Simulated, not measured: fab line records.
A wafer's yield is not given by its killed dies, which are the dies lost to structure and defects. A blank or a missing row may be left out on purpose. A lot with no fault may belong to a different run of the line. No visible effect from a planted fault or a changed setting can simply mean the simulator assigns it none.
A lot that was struck, set against a sound lot | flow n5 finfet | 26 steps out of a route of 1938
Sound: wafers L388.3, L388.5, L388.6. Struck: wafers L396.3, L396.4, L396.5. The cause comes at the end.
Each step with rows lists, per side, the tool, then ch with its chambers, then its first start. Under that, the readings that differ: sound wafers | struck wafers | difference of the means | sigmas: that difference in standard deviations of wafers without a fault.
alike: readings with means less than 2 such deviations apart, plus words and numbers identical on both sides. not compared: withheld readings, readings lacking a value on some wafer, bounds such as >300 that could conceal the same value, and numbers that have no deviation in the record and whose values overlap.
The two part at a step that has a row with sigmas, a row that says differs or no value, or rows on one side only. Numbers that don't overlap but have no deviation are shown without sigmas and don't part them. Lack of a reading on every wafer of one side parts them only where that side has two or more wafers.

first, 2 steps without rows for these wafers: N5_FIN_SAQP_SRD_01 (time 30 s); N5_FIN_SAQP_ALD_61 (deposits SiO2, target thk 4 nm, pulse time 1 s, purge time 2 s).
N5_FIN_SAQP_DENSIFY_62: time 60 s.
  sound on rtp anneal-01 ch 0, day 2 02:53; struck on rtp anneal-01 ch 0, day 4 02:44
  alike: lamp power pct, lamp_zone_5_pct, lamp_zone_6_pct, wafer_temp_C_max
N5_FIN_SAQP_HM_DEP_03: deposits SiNx from SiH4/NH3/N2, target thk 38 nm, time 33.6 s.
  sound on pecvd-03 ch 1,2, day 2 03:02; struck on pecvd-03 ch 1,2, day 4 02:53
  alike: heater power w, showerhead plenum p Torr, showerhead vpp V, throttle valve pct
N5_FIN_SAQP_THK_MEAS_05:
  sound on film metro-01, day 2 03:08; struck on film metro-01, day 4 02:59
  alike: thk nm
then, 1 step without rows for these wafers: N5_FIN_SAQP_PECVD_47 (deposits a-Si from SiH4/He, target thk 45 nm, time 36.3 s).
N5_FIN_SAQP_PECVD_48: deposits SiNx from SiH4/NH3/N2, target thk 25 nm, time 22.1 s.
  sound on pecvd-02 ch 0,1, day 2 03:15; struck on pecvd-01 ch 0,1, day 4 03:04
  reading              | sound          | struck       | difference | sigmas
  showerhead vpp V (V) | 1110 1119 1026 | 923 1026 923 | -128       | -3
  alike: heater power w, showerhead plenum p Torr, throttle valve pct
then, 1 step without rows for these wafers: N5_FIN_SAQP_PECVD_06 (deposits a-Si from SiH4/He, target thk 60 nm, time 48.1 s).
N5_FIN_SAQP_THK_MEAS_07:
  sound on film metro-01, day 2 03:24; struck on film metro-01, day 4 03:11
  alike: thk nm
N5_FIN_SAQP_HM_DEP_72: deposits SiO2 from SiH4/N2O, target thk 12 nm, time 7.2 s.
  sound on pecvd-01 ch 0,1,2, day 2 03:26; struck on pecvd-02 ch 1,2, day 4 03:13
  alike: heater power w, showerhead plenum p Torr, showerhead vpp V
then, 2 steps without rows for these wafers: N5_FIN_SAQP_COAT_49 (time 60 s, resist thk 100 nm); N5_FIN_SAQP_COAT_50 (time 60 s, resist thk 35 nm).
N5_FIN_SAQP_COAT_10: resist thk 90 nm.
  sound on litho track-01 ch 0, day 2 03:31; struck on litho track-01 ch 0, day 4 03:19
  reading                                       | sound                | struck               | difference | sigmas
  spin speed rpm (rpm)                          | 1500.3 1500.7 1501.2 | 1605.6 1605.9 1607.2 | +105.5     | +99 or more
  model.CAR-ArF_of_FIN_SAQP_COAT_10.thk nm (nm) | 89.93 90.34 90.07    | 87.11 86.99 87.22    | -3.01      |
then, 5 steps without rows for these wafers: N5_FIN_SAQP_EBR_12; N5_FIN_SAQP_SOFTBAKE_11 (time 60 s); N5_FIN_SAQP_EXPOSE_13 (exposes mask FIN CORE, target cd 35.6 nm); N5_FIN_SAQP_PEB_14 (peb time 60 s); N5_FIN_SAQP_DEVELOP_15 (develop time 30 s).
N5_FIN_SAQP_CD_MEAS_16: the cd target is 35.6 nm.
  sound on cd sem-02 ch 0, day 2 03:46; struck on cd sem-01 ch 0, day 4 03:41
  alike: cd nm
N5_FIN_SAQP_OVL_MEAS_17:
  sound on overlay-01 ch 0, day 2 03:48; struck on overlay-01 ch 0, day 4 03:43
  alike: FIN_CORE_OVL
N5_FIN_SAQP_INSPECT_18: inspects for defects (brightfield).
  sound on defect inspect-01, day 2 03:50; struck on defect inspect-02, day 4 03:44
  alike: raw defect count
then, 1 step without rows for these wafers: N5_FIN_SAQP_DESCUM_21 (chemistry O2, time 7.9 s).
N5_FIN_SAQP_ETCH_51: etches SiARC in CF4, target depth 45.5 nm, time 75.8 s.
  sound on rie diel-01 ch 0,3, day 2 03:53; struck on rie diel-04 ch 2,3, day 4 03:51
  reading                                       | sound            | struck            | difference | sigmas
  model.CAR-ArF_of_FIN_SAQP_COAT_10.thk nm (nm) | 50.83 51.12 50.9 | 48.09 47.93 48.03 | -2.93      |
  alike: drypump motor current A, etch rf on time s, oes product au, rf vpp V, showerhead plenum p Torr, throttle valve pct
  not compared: rf hours counter h
N5_FIN_SAQP_ETCH_52: etches SOC in N2/H2, target depth 100 nm, overetch 20 nm, time 150 s.
  sound on rie diel-01 ch 0,3, day 2 03:57; struck on rie diel-04 ch 2,3, day 4 03:57
  alike: drypump motor current A, oes product au, rf vpp V, showerhead plenum p Torr, throttle valve pct
  not compared: rf hours counter h
-- the record jumps here: 6 days lie between the struck wafers' starts before and after (it left off in module FIN_SAQP and takes up again in module BEOL_M4, whose first step shown is number 1111 of the route) --
N5_BEOL_M4_RC_MEAS_101:
  sound on prober-01 ch 0, day 8 10:14; struck on prober-01 ch 0, day 10 01:02
  alike: DIBL_N, DIBL_P, IOFF_N, IOFF_P, ION_N, ION_P, SS_N, SS_P, VT_N, VT_P
-- record jumps: 4 days separate the struck wafers' starts on either side; left off in module BEOL_M4, taken up again in module PASSIVATION, whose first shown step is the route's number 1936 --
N5_PASSIVATION_PROBE_49:
  sound on prober-02, day 12 20:52; struck on prober-02, day 14 06:01
  alike: defect limited yield, killed_at_M0_to_M3, killed_at_M4_up, killed at contacts, killed at front end, killed at other, killed dies, killed open, killed short, sort_bin_5_function, sort_bin_6_memory, sort n pass, sort yield pct

WHERE THEY PART
At N5_FIN_SAQP_PECVD_48 first; at N5_FIN_SAQP_COAT_10 last (within this record only). Later steps at which nothing parts them and some readings are alike: N5_FIN_SAQP_CD_MEAS_16, N5_FIN_SAQP_OVL_MEAS_17, N5_FIN_SAQP_INSPECT_18, N5_FIN_SAQP_ETCH_51, N5_FIN_SAQP_ETCH_52, N5_BEOL_M4_RC_MEAS_101, N5_PASSIVATION_PROBE_49.

WHY: the cause the simulator had injected
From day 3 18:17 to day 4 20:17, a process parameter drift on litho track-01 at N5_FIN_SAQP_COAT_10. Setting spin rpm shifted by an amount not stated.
